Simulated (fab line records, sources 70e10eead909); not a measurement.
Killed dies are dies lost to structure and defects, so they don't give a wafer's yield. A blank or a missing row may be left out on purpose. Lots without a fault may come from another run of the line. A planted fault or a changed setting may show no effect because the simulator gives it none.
Chamber matching | flow nand_harc | NHARC_P_BONDPAD_ACTIVATE_29 on rie_diel-05: 4 sister chambers
The step chemistry N2, time 60 s. 8 wafers are shown with their chamber, then 9 later ones without.

WAFERS WITH THEIR CHAMBER
wafer  | chamber | drypump_motor_current_A (A) | showerhead_plenum_p_Torr (Torr)
L083.5 | 3       | 6.6                         | 1.69
L084.2 | 0       | 6.5                         | 1.69
L084.3 | 2       | 5.3                         | 1.80
L086.3 | 2       | 5.3                         | 1.80
L086.5 | 1       | 5.3                         | 1.82
L090.3 | 0       | 6.5                         | 1.69
L090.4 | 3       | 6.7                         | 1.68
L090.5 | 1       | 5.2                         | 1.82

WAFERS WITHOUT THEIR CHAMBER
wafer  | drypump_motor_current_A (A) | showerhead_plenum_p_Torr (Torr)
L090.1 | 5.2                         | 1.82
L090.2 | 5.3                         | 1.80
L090.6 | 6.5                         | 1.69
L091.1 | 6.6                         | 1.68
L091.2 | 5.2                         | 1.82
L091.5 | 6.5                         | 1.69
L092.1 | 6.5                         | 1.69
L092.5 | 6.5                         | 1.69
L092.6 | 5.2                         | 1.82

WHICH CHAMBER EACH WENT THROUGH
wafer  | from the rows above     | in truth
L090.1 | 1                       | 1
L090.2 | 2                       | 2
L090.6 | 0                       | 0
L091.1 | can't be placed: 3 or 0 | 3
L091.2 | 1                       | 1
L091.5 | 0                       | 0
L092.1 | 0                       | 0
L092.5 | 0                       | 0
L092.6 | 1                       | 1
Placed correctly: 8 of 9. Can't be placed from these rows: 1 (the true chamber is among the candidates in 1). Placed wrongly: 0.
How it was worked out, from the rows above alone: a wafer's distance from a chamber is the root of the sum, over the readings, of the square of ((its reading less the chamber's mean) divided by the reading's scatter). The wafer belongs to the nearest chamber; if the next one is less than 2 further off, it can't be placed. A chamber's mean is the mean of its shown wafers. The scatter: the root of (the sum of the squares of (reading less its chamber's mean) over the shown wafers, divided by (wafers less chambers)).
